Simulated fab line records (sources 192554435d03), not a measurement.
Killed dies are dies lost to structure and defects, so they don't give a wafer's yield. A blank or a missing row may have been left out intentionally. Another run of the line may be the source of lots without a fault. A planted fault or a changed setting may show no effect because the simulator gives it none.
Chamber matching | flow n5 finfet | N5_BEOL_M10_DEP_56 on pecvd-04: 3 sister chambers
The step deposits SiCN from 3MS/NH3, target thk 15 nm, time 26.5 s. 3 wafers are shown with their chamber, then 7 later ones without.

== EACH WAFER AND ITS CHAMBER ==
wafer  | chamber | throttle valve pct (%)
L660.5 | 0       | 8.5
L663.1 | 1       | 9.6
L663.5 | 2       | 8.1

== WAFERS MISSING THEIR CHAMBER ==
wafer  | throttle valve pct (%)
L663.6 | 8.5
L661.1 | 8.5
L661.2 | 8.7
L661.6 | 9.7
L666.1 | 9.4
L666.3 | 8.7
L666.5 | 8.2

== EACH ONE'S CHAMBER ==
wafer  | from the rows above     | in truth
L663.6 | 0                       | 0
L661.1 | 0                       | 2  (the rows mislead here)
L661.2 | 0                       | 0
L661.6 | 1                       | 1
L666.1 | 1                       | 1
L666.3 | 0                       | 0
L666.5 | can't be placed: 2 or 0 | 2
5 of 7 placed correctly. Can't be placed from these rows: 1 (the true chamber is among the candidates in 1). 1 placed wrongly.
How it was worked out, from the rows above alone: a wafer's distance from a chamber is the root of the sum, over the readings, of the square of ((its reading less the chamber's mean) divided by the reading's scatter). If the next closest chamber is less than 2 further off than the closest, the wafer can't be placed; otherwise it belongs to the closest. The mean given for a chamber averages the wafers shown for that chamber. The scatter: root of mean squared gap, hidden wafer to nearest shown wafer, with one shown wafer a chamber.
